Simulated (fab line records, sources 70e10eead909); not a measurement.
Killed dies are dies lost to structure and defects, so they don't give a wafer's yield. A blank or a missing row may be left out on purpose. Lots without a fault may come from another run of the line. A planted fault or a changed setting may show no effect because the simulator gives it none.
Tool commonality check | flow nand_harc | 2 lots, 6 wafers sampled

WHY IT WAS OPENED
At NHARC_END_SORT_01 the reading killed_at_array is flagged on 2 of 2 lots. Wafers without a fault read 53, standard deviation 18.
Rule: a lot is flagged when every wafer of it that has a number lies more than 4 standard deviations from that mean, or none has a number. The other lots count as sound.

lot  | measured     | on        | killed_at_array, wafer by wafer | flag
L950 | day 27 20:40 | prober-02 | 675 673 671                     | FLAGGED
L951 | day 28 04:25 | prober-02 | 669 665 671                     | FLAGGED
The numbers of the flagged lots are 671 on average: +618 against the usual, or +34 standard deviations.

WHICH TOOL RAN EACH LOT
The record holds 4 process steps before the reading, out of a route of 1302 steps. In each cell: the tool, then ch and the chambers that the sampled wafers went through, then the start.
lot  | flag    | NHARC_P_M2_DEP_33               | NHARC_A_ONON_D1_DEP_22      | NHARC_A_CHANNEL_HOLE_D1_ETCH_38 | NHARC_A_CHANNEL_HOLE_D1_ETCH_16
L950 | FLAGGED | pecvd-01 ch 0,1, day 9 19:35    | pecvd_onon-03, day 11 11:23 | no row                          | no row
L951 | FLAGGED | pecvd-03 ch 0,1,2, day 10 03:25 | pecvd_onon-03, day 11 22:38 | no row                          | no row
What these steps do:
- NHARC_P_M2_DEP_33: deposits SiCN, target thk 30 nm.
- NHARC_A_ONON_D1_DEP_22: target thk 1000 nm.
- NHARC_A_CHANNEL_HOLE_D1_ETCH_38: etches the open film in CF4, target depth 39 nm, time 65 s.
- NHARC_A_CHANNEL_HOLE_D1_ETCH_16: etches the open film in O2/COS, target depth 3100 nm, time 806 s.
- NHARC_END_SORT_01

FLAGGED OVER TOTAL, TOOL BY TOOL (the gauges that took the reading come last)
step                   | tool          | lots run | flagged | share of the flagged lots | sound lots run after its first flagged lot
NHARC_P_M2_DEP_33      | pecvd-01      | 1        | 1       | some                      | 0
NHARC_P_M2_DEP_33      | pecvd-03      | 1        | 1       | some                      | 0
NHARC_A_ONON_D1_DEP_22 | pecvd_onon-03 | 2        | 2       | all                       | 0
NHARC_END_SORT_01      | prober-02     | 2        | 2       | all                       | 0

WHAT THE TABLE ALLOWS
2 rows of the table ran every flagged lot: pecvd_onon-03 at NHARC_A_ONON_D1_DEP_22, prober-02 at NHARC_END_SORT_01.
- pecvd_onon-03 at NHARC_A_ONON_D1_DEP_22: 2 of its 2 lots flagged. It ran no sound lot before its first flagged lot in this sample, so the start can't be narrowed down.
- prober-02 at NHARC_END_SORT_01: 2 of its 2 lots flagged. It ran no sound lot before its first flagged lot in this sample, so the start can't be narrowed down.
Counting lots can't tell these 2 tools apart, because each fits a fault that began at some hour. More lots, or a look at what each step does to the wafer, might.

WHAT THE SIMULATOR HAD PUT IN
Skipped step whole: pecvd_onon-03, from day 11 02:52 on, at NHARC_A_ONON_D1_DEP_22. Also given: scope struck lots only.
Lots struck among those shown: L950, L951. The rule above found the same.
